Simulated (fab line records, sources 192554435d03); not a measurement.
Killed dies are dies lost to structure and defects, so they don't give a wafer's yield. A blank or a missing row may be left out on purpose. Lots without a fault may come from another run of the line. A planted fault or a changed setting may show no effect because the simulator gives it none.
fab line records | flow n5_finfet
record lots=7 wafers=21
route steps=1938 shown BEOL_M13@1662 BEOL_M14@1753 BEOL_M15@1773
start_h: hours from the record's first day to the start of the lot's first wafer shown | wait_h: hours since the lot's step before | " the same as in the row above | L1.1+2: a row that stands for several wafers | - no value, or no start given | * or withheld: withheld | < > ~ a bound
route shown NAME@n: a module of which the file shows steps, and the number in the route of the first | usual: mean/standard deviation of fault-free wafers | same: alike in all rows | chamber/n: place in a boat | sites: the reading at each site | _std_site: their standard deviation | _edge_site: outer sites' mean less inner sites' | radius_mm: how far each site lies from the wafer's centre | mask NAME#n: copy n | behind: the tool/chamber that last shaped the wafer | hold: why the lot was held/for how many hours/how that ended | device: the transistor (n, p or np) that didn't switch | end of line: the same wafers' tests at the end of the route | a step without rows: its recipe alone | killed: dies lost to structure and defects at the first sort, not the wafer's yield | map: a wafer's dies, x killed, . not, _ none there
set.NAME: the setting as run; set.NAME@STEP: as run at that earlier step | model.NAME: the simulator's own value behind a step, which no gauge read
lots whose settings were changed on purpose; a table a step, a row a wafer
## steps
# step N5_BEOL_M13_COAT_04
# recipe spin_rpm=1625 resist_thk_nm=400
# columns lot.wafer tool chamber start_h wait_h set.spin_rpm model.coat_of_BEOL_M13_COAT_04.thk_nm
L075.3 litho_track-02 0 - - 1538 411
L075.4 " 0 " " 1538 413.2
L075.6 " 0 " " 1625 399.8
L074.2 litho_track-05 0 - - 1678 392.4
L074.3+6 " 0 " " 1678 392.8
L083.3 litho_track-05 0 - - 1508 414.8
L083.4 " 0 " " 1625 399.4
L083.5 " 0 " " 1508 413.4
L087.4 litho_track-02 0 - - 1625 399.2
L087.5 " 0 " " 1517 413.2
L087.6 " 0 " " 1625 400
L086.1 litho_track-02 0 - - 1625 400.6
L086.2+4 " 0 " " 1625 401.2
L091.2 litho_track-02 0 - - 1801 381
L091.3 " 0 " " 1625 400.2
L091.5 " 0 " " 1801 379.2
L093.3 litho_track-02 0 - - 1625 400.6
L093.5 " 0 " " 1625 401
L093.6 " 0 " " 1625 400.4
# step N5_BEOL_M13_EBR_06
# recipe solvent=PGMEA ebr_width_mm=1.5
# step N5_BEOL_M13_SOFTBAKE_05
# recipe temp_c=130 time_s=60
# step N5_BEOL_M13_DESCUM_15
# recipe chemistry=O2 time_s=7.9 source_power_w=50 bias_power_w=20 pressure_mtorr=20 rf_frequency_hz=2.712e+07 temp_c=40 o2_flow_sccm=225
# step N5_BEOL_M13_ETCH_59
# recipe chemistry=N2/H2 target=BARC target_depth_a=890 overetch_a=267 time_s=67.9 ion_energy_ev=200 pressure_mtorr=30 source_w=840 bias_w=150 n2_flow_sccm=200 h2_flow_sccm=200
# columns lot.wafer tool chamber start_h wait_h set.spin_rpm@BEOL_M13_COAT_04 model.coat_of_BEOL_M13_COAT_04.thk_nm
L075.3 rie_diel-06 0 244.20 0.0 1538 330.8
L075.4 " 3 " " 1538 332.6
L075.6 " 0 " " 1625 320
L074.2 rie_diel-04 3 248.85 0.0 1678 307.6
L074.3 " 1 " " 1678 312.6
L074.6 " 3 " " 1678 308.8
L083.3 rie_diel-06 1 289.09 0.0 1508 331.2
L083.4 " 3 " " 1625 318.2
L083.5 " 2 " " 1508 332.2
L087.4 rie_diel-02 3 307.91 0.0 1625 316.8
L087.5 " 0 " " 1517 330
L087.6 " 3 " " 1625 317
L086.1 rie_diel-06 0 319.82 0.0 1625 320.6
L086.2 " 3 " " 1625 320.4
L086.4 " 1 " " 1625 317.8
L091.2 rie_diel-06 0 336.25 0.0 1801 300.8
L091.3 " 3 " " 1625 318.8
L091.5 " 0 " " 1801 298.8
L093.3 rie_diel-06 1 343.00 0.0 1625 316.8
L093.5 " 2 " " 1625 319.4
L093.6 " 1 " " 1625 317
# step N5_BEOL_M13_VIA_ETCH_16
# recipe chemistry=C4F8/O2/Ar target=SiOC pressure_mtorr=30 source_w=3000 bias_w=700 Ar_flow_sccm=400 C4F8_flow_sccm=15 O2_flow_sccm=8 he_inner_torr=15 he_outer_torr=30 target_depth_a=9217 time_s=withheld ion_energy_ev=250 ends=cleared
# columns lot.wafer tool chamber start_h wait_h set.time_s@BEOL_M13_ILD_DEP_00 set.spin_rpm@BEOL_M13_COAT_04 model.etch.depth_nm model.coat_of_BEOL_M13_COAT_04.thk_nm
L075.3 rie_diel-06 0 244.25 0.0 * 1538 813 91
L075.4 " 3 " " * 1538 857.1 79.6
L075.6 " 0 " " * 1625 837.7 73
L074.2 rie_diel-04 3 248.90 0.0 * 1678 821.4 65.4
L074.3 " 1 " " * 1678 730.2 97.4
L074.6 " 3 " " * 1678 835.8 62.2
L083.3 rie_diel-06 1 289.14 0.0 * 1508 830.2 86.2
L083.4 " 3 " " * 1625 808.5 79.8
L083.5 " 2 " " * 1508 845.5 82.8
L087.4 rie_diel-02 3 307.96 0.0 * 1625 877.2 58
L087.5 " 0 " " * 1517 844.8 80.8
L087.6 " 3 " " * 1625 848.6 66.8
L086.1 rie_diel-06 0 319.87 0.0 * 1625 906.7 53.2
L086.2 " 3 " " * 1625 826.8 76.6
L086.4 " 1 " " * 1625 909.3 49.6
L091.2 rie_diel-06 0 336.30 0.0 * 1801 947 21.4
L091.3 " 3 " " * 1625 819.2 77.2
L091.5 " 0 " " * 1801 841.3 50.6
L093.3 rie_diel-06 1 343.05 0.0 * 1625 828.9 72.2
L093.5 " 2 " " * 1625 835.3 73
L093.6 " 1 " " * 1625 846.6 67.2
# step N5_BEOL_M13_STRIP_63
# recipe chemistry=N2/H2 power_w=1000 temp_c=250 h2_frac=0.65 overash_fraction=0.3 pressure_mtorr=1000 n2_flow_sccm=1750 h2_flow_sccm=3250
# usual strip_time_to_endpoint_s=28.0/1.1
# columns lot.wafer tool chamber start_h wait_h set.time_s@BEOL_M13_ILD_DEP_00 set.spin_rpm@BEOL_M13_COAT_04 strip_time_to_endpoint_s
L075.3 plasma_asher-02 1 244.72 - 166.4 1538 33.7
L075.4 " 0 " " 166.4 1538 30.5
L075.6 " 0 " " 166.4 1625 28.5
L074.2 plasma_asher-02 0 249.14 - 166.4 1678 26.3
L074.3 " 1 " " 145.7 1678 35.5
L074.6 " 1 " " 166.4 1678 25.4
L083.3 plasma_asher-01 1 289.40 - 166.4 1508 32.4
L083.4 " 0 " " 159.2 1625 30.5
L083.5 " 0 " " 166.4 1508 31.4
L087.4 plasma_asher-01 0 308.22 - 175.7 1625 24.1
L087.5 " 1 " " 166.4 1517 30.8
L087.6 " 0 " " 166.4 1625 26.7
L086.1 plasma_asher-01 0 320.11 - 180 1625 22.6
L086.2 " 1 " " 166.4 1625 29.6
L086.4 " 0 " " 180 1625 21.5
L091.2 plasma_asher-02 0 336.54 - 188.6 1801 12.0
L091.3 " 0 " " 166.4 1625 29.7
L091.5 " 1 " " 166.4 1801 21.8
L093.3 plasma_asher-01 0 343.34 - 166.4 1625 28.3
L093.5 " 0 " " 166.4 1625 28.6
L093.6 " 1 " " 166.4 1625 26.8
# step N5_BEOL_M14_TRENCH_ETCH_34
# recipe chemistry=C4F8/O2/Ar target=SiO2 target_depth_a=5566.5 mask_material=SOC he_inner_torr=15 he_outer_torr=30 time_s=126.9 ion_energy_ev=800 pressure_mtorr=20 source_w=1905 bias_w=2040 Ar_flow_sccm=400 C4F8_flow_sccm=16 O2_flow_sccm=12
# columns lot.wafer tool chamber start_h wait_h set.time_s model.etch.depth_nm
L075.3 rie_diel-05 2 250.56 0.0 126.9 538.4
L075.4 " 1 " " 126.9 558.7
L075.6 " 2 " " 126.9 538.2
L074.2 rie_diel-05 3 256.71 0.0 126.9 564
L074.3 " 1 " " 119.3 519.2
L074.6 " 1 " " 119.3 516.2
L083.3 rie_diel-01 3 298.68 0.0 126.9 558.5
L083.4 " 3 " " 144.6 646.3
L083.5 " 2 " " 144.6 633.1
L087.4 rie_diel-03 0 315.80 0.0 126.9 568.7
L087.5 " 2 " " 154.9 689.6
L087.6 " 3 " " 126.9 561.4
L086.1 rie_diel-01 2 327.11 0.0 126.9 556.4
L086.2 " 3 " " 126.9 559
L086.4 " 1 " " 106.8 494.1
L091.2 rie_diel-03 3 344.60 0.0 98.39 434.7
L091.3 " 0 " " 126.9 561.5
L091.5 " 2 " " 98.39 439.6
L093.3 rie_diel-01 3 349.12 0.0 126.9 560.2
L093.5 " 1 " " 126.9 586.4
L093.6 " 0 " " 126.9 563.2
# step N5_BEOL_M14_STRIP_70
# recipe chemistry=C4F8/O2/Ar resist=SiARC rf_frequency_hz=6e+07
# step N5_BEOL_M14_OCD_MEAS_35
# usual trench_depth_nm=563/12
# columns lot.wafer tool chamber start_h wait_h set.time_s@BEOL_M14_TRENCH_ETCH_34 trench_depth_nm
L075.3 ocd-02 - 250.72 0.0 126.9 539
L075.4 " - " " 126.9 558
L075.6 " - " " 126.9 539
L074.2 ocd-02 - 256.87 0.0 126.9 564
L074.3 " - " " 119.3 519
L074.6 " - " " 119.3 517
L083.3 ocd-01 - 298.84 0.0 126.9 558
L083.4 " - " " 144.6 647
L083.5 " - " " 144.6 633
L087.4 ocd-02 - 315.96 0.0 126.9 569
L087.5 " - " " 154.9 690
L087.6 " - " " 126.9 562
L086.1 ocd-01 - 327.27 0.0 126.9 556
L086.2 " - " " 126.9 559
L086.4 " - " " 106.8 494
L091.2 ocd-02 - 344.75 0.0 98.39 435
L091.3 " - " " 126.9 561
L091.5 " - " " 98.39 439
L093.3 ocd-02 - 349.28 0.0 126.9 560
L093.5 " - " " 126.9 586
L093.6 " - " " 126.9 564
# step N5_BEOL_M14_STRIP_37
# recipe chemistry=O2 power_w=600 temp_c=60 pressure_mtorr=30 rf_frequency_hz=6e+07 bias_power_w=0 overash_fraction=0.3 o2_flow_sccm=225
# step N5_BEOL_M14_ETCH_38
# recipe chemistry=CF4/N2 target=SiCN target_depth_a=1065 taper_deg=2 time_s=120.6 ion_energy_ev=150 mask_material=SiO2 pressure_mtorr=40 source_w=430 bias_w=70 Ar_flow_sccm=100 cf4_flow_sccm=60 n2_flow_sccm=60
# step N5_BEOL_M14_ECD_47
# recipe material=Cu target_thk_a=12480
# step N5_BEOL_M14_ANNEAL_48
# recipe temp_c=225 time_s=90 ambient=N2
# step N5_BEOL_M14_CMP_49
# recipe stop_on=SiO2 t_overpolish_s=5.2 down_force_psi=2 platen_rpm=80 clearing_platen_down_force_psi=2 clearing_platen_rpm=80 post_cmp_clean=cu_alkaline target_thk_nm=560 clearing_platen_pad_velocity_m_s=1.5917 pad_velocity_m_s=1.5917
# columns lot.wafer tool chamber start_h wait_h set.time_s@BEOL_M14_TRENCH_ETCH_34 model.Cu_of_BEOL_M14_ECD_47.thk_nm
L075.3 cmp-01 1 255.19 0.2 126.9 541.2
L075.4 " 2 " " 126.9 559.4
L075.6 " 3 " " 126.9 542.8
L074.3 cmp-01 3 259.52 0.2 119.3 523.4
L074.2 " 2 " " 126.9 565.8
L074.6 " 0 " " 119.3 518.8
L083.3 cmp-04 2 300.33 0.2 126.9 561.8
L083.4 " 1 " " 144.6 653
L083.5 " 3 " " 144.6 636.6
L087.4 cmp-02 2 317.62 0.2 126.9 570.2
L087.5 " 1 " " 154.9 693.8
L087.6 " 2 " " 126.9 563.2
L086.2 cmp-01 2 330.12 0.2 126.9 560.2
L086.4 " 3 " " 106.8 497.4
L086.1 " 0 " " 126.9 560
L091.3 cmp-02 3 348.05 0.2 126.9 567
L091.2 " 0 " " 98.39 439
L091.5 " 1 " " 98.39 445.2
L093.3 cmp-04 1 350.71 0.2 126.9 566
L093.5 " 0 " " 126.9 591.2
L093.6 " 1 " " 126.9 569.2
# step N5_BEOL_M14_THK_MEAS_50
# recipe thk_meas_gauge=xrf reads=Cu_of_BEOL_M14_ECD_47
# usual M14_THK=565/12
# columns lot.wafer tool chamber start_h wait_h set.time_s@BEOL_M14_TRENCH_ETCH_34 M14_THK[nm]
L075.3 film_metro-02 - 255.41 - 126.9 544
L075.4 " - " " 126.9 560
L075.6 " - " " 126.9 543
L074.2 film_metro-02 - 259.82 - 126.9 565
L074.3 " - " " 119.3 526
L074.6 " - " " 119.3 519
L083.3 film_metro-02 - 300.63 - 126.9 562
L083.4 " - " " 144.6 651
L083.5 " - " " 144.6 636
L087.4 film_metro-02 - 317.88 - 126.9 574
L087.5 " - " " 154.9 696
L087.6 " - " " 126.9 564
L086.1 film_metro-01 - 330.42 - 126.9 556
L086.2 " - " " 126.9 560
L086.4 " - " " 106.8 492
L091.2 film_metro-01 - 348.27 - 98.39 441
L091.3 " - " " 126.9 567
L091.5 " - " " 98.39 447
L093.3 film_metro-02 - 350.97 - 126.9 573
L093.5 " - " " 126.9 597
L093.6 " - " " 126.9 575
# step N5_BEOL_M14_PRE_CLEAN_52
# recipe gas=NH3 time_s=15 temp_c=withheld rf_power_w=300
# step N5_BEOL_M14_DEP_53
# recipe material=SiCN target_thk_a=500 temp_c=withheld precursor=3MS/NH3 pressure_torr=3 rf_w=675 time_s=17.8
# step N5_BEOL_M14_RS_MEAS_54
# recipe thk_meas_gauge=four-point-probe reads=Cu_of_BEOL_M14_ECD_47+Ta_of_BEOL_M14_SPUTTER_44+TaN_of_BEOL_M14_SPUTTER_43
# usual M14_RS=0.0328/0.00069
# columns lot.wafer tool chamber start_h wait_h set.time_s@BEOL_M14_TRENCH_ETCH_34 M14_RS[ohm/sq]
L075.3 film_metro-02 - 255.54 0.1 126.9 0.0344
L075.4 " - " " 126.9 0.0332
L075.6 " - " " 126.9 0.0342
L074.2 film_metro-01 - 259.95 0.1 126.9 0.0328
L074.3 " - " " 119.3 0.0356
L074.6 " - " " 119.3 0.0358
L083.3 film_metro-02 - 300.76 0.1 126.9 0.0330
L083.4 " - " " 144.6 0.0283
L083.5 " - " " 144.6 0.0291
L087.4 film_metro-02 - 318.01 0.0 126.9 0.0325
L087.5 " - " " 154.9 0.0266
L087.6 " - " " 126.9 0.0329
L086.1 film_metro-01 - 330.54 0.0 126.9 0.0331
L086.2 " - " " 126.9 0.0330
L086.4 " - " " 106.8 0.0373
L091.2 film_metro-01 - 348.40 0.1 98.39 0.0426
L091.3 " - " " 126.9 0.0328
L091.5 " - " " 98.39 0.0420
L093.3 film_metro-01 - 351.09 0.1 126.9 0.0328
L093.5 " - " " 126.9 0.0314
L093.6 " - " " 126.9 0.0325
# step N5_BEOL_M15_ILD_DEP_00
# recipe material=SiO2 target_thk_a=16293 temp_c=400 precursor=TEOS/O2 pressure_torr=6.5 rf_w=900 teos_flow_sccm=161.4 gas=O2 flow_sccm=2650 time_s=346.1
# columns lot.wafer tool chamber start_h wait_h set.time_s model.SiO2_of_BEOL_M15_ILD_DEP_00.thk_nm
L075.3 pecvd-03 2 255.60 0.0 346.1 1608
L075.4 " 0 " " 346.1 1641
L075.6 " 1 " " 346.1 1666
L074.2 pecvd-01 1 260.01 0.0 379.3 1749
L074.3 " 0 " " 346.1 1593
L074.6 " 0 " " 346.1 1620
L083.3 pecvd-03 2 300.82 0.0 346.1 1633
L083.4 " 1 " " 299.1 1425
L083.5 " 2 " " 346.1 1649
L087.4 pecvd-01 2 318.18 0.1 368.9 1751
L087.5 " 0 " " 346.1 1658
L087.6 " 1 " " 346.1 1651
L086.1 pecvd-02 0 330.61 0.0 346.1 1599
L086.2 " 1 " " 346.1 1602
L086.4 " 2 " " 346.1 1614
L091.2 pecvd-01 0 348.47 0.0 382.7 1795
L091.3 " 2 " " 382.7 1837
L091.5 " 2 " " 346.1 1668
L093.3 pecvd-03 0 351.16 0.0 346.1 1613
L093.5 " 0 " " 346.1 1626
L093.6 " 1 " " 346.1 1640
# step N5_BEOL_M15_THK_MEAS_01
# recipe reads=SiO2_of_BEOL_M15_ILD_DEP_00
# usual M15_ILD_THK=1626/22
# columns lot.wafer tool chamber start_h wait_h set.time_s@BEOL_M15_ILD_DEP_00 M15_ILD_THK[nm]
L075.3 film_metro-02 - 255.85 0.1 346.1 1607
L075.4 " - " " 346.1 1641
L075.6 " - " " 346.1 1667
L074.2 film_metro-02 - 260.26 0.1 379.3 1747
L074.3 " - " " 346.1 1595
L074.6 " - " " 346.1 1621
L083.3 film_metro-02 - 301.34 0.4 346.1 1633
L083.4 " - " " 299.1 1422
L083.5 " - " " 346.1 1648
L087.4 film_metro-02 - 318.32 0.0 368.9 1751
L087.5 " - " " 346.1 1659
L087.6 " - " " 346.1 1653
L086.1 film_metro-02 - 330.86 0.1 346.1 1600
L086.2 " - " " 346.1 1602
L086.4 " - " " 346.1 1615
L091.2 film_metro-01 - 348.72 0.1 382.7 1797
L091.3 " - " " 382.7 1837
L091.5 " - " " 346.1 1669
L093.3 film_metro-01 - 351.41 0.1 346.1 1612
L093.5 " - " " 346.1 1626
L093.6 " - " " 346.1 1640
## key
split step=N5_BEOL_M13_COAT_04 setting=spin_rpm stated=1625 by=wafer
response step=N5_BEOL_M13_COAT_04 reading=model.coat_of_BEOL_M13_COAT_04.thk_nm change=-1.98 per=1% r=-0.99
response step=N5_BEOL_M13_ETCH_59 reading=model.coat_of_BEOL_M13_COAT_04.thk_nm change=-1.87 per=1% r=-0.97
response step=N5_BEOL_M13_VIA_ETCH_16 reading=model.coat_of_BEOL_M13_COAT_04.thk_nm slope=-2.14 per=1% together_with=time_s@BEOL_M13_ILD_DEP_00 explained=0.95
response step=N5_BEOL_M13_STRIP_63 reading=strip_time_to_endpoint_s slope=* per=1% together_with=time_s@BEOL_M13_ILD_DEP_00 explained=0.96
split step=N5_BEOL_M14_TRENCH_ETCH_34 setting=time_s stated=126.9 by=wafer
response step=N5_BEOL_M14_TRENCH_ETCH_34 reading=model.etch.depth_nm change=+5.4 per=1% r=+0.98
response step=N5_BEOL_M14_OCD_MEAS_35 reading=trench_depth_nm change=+5.41 per=1% r=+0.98
response step=N5_BEOL_M14_CMP_49 reading=model.Cu_of_BEOL_M14_ECD_47.thk_nm change=+5.45 per=1% r=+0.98
response step=N5_BEOL_M14_THK_MEAS_50 reading=M14_THK change=+5.44 per=1% r=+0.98
response step=N5_BEOL_M14_RS_MEAS_54 reading=M14_RS change=-0.000335 per=1% r=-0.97
split step=N5_BEOL_M15_ILD_DEP_00 setting=time_s stated=346.1 by=wafer
response step=N5_BEOL_M15_ILD_DEP_00 reading=model.SiO2_of_BEOL_M15_ILD_DEP_00.thk_nm change=+15.1 per=1% r=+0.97
response step=N5_BEOL_M15_THK_MEAS_01 reading=M15_ILD_THK change=+15.1 per=1% r=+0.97
split outside_this_file step=N5_BEOL_M13_ILD_DEP_00 setting=time_s
# split outside_this_file: this setting was split too, and the file shows its column; the key of that split is in another file
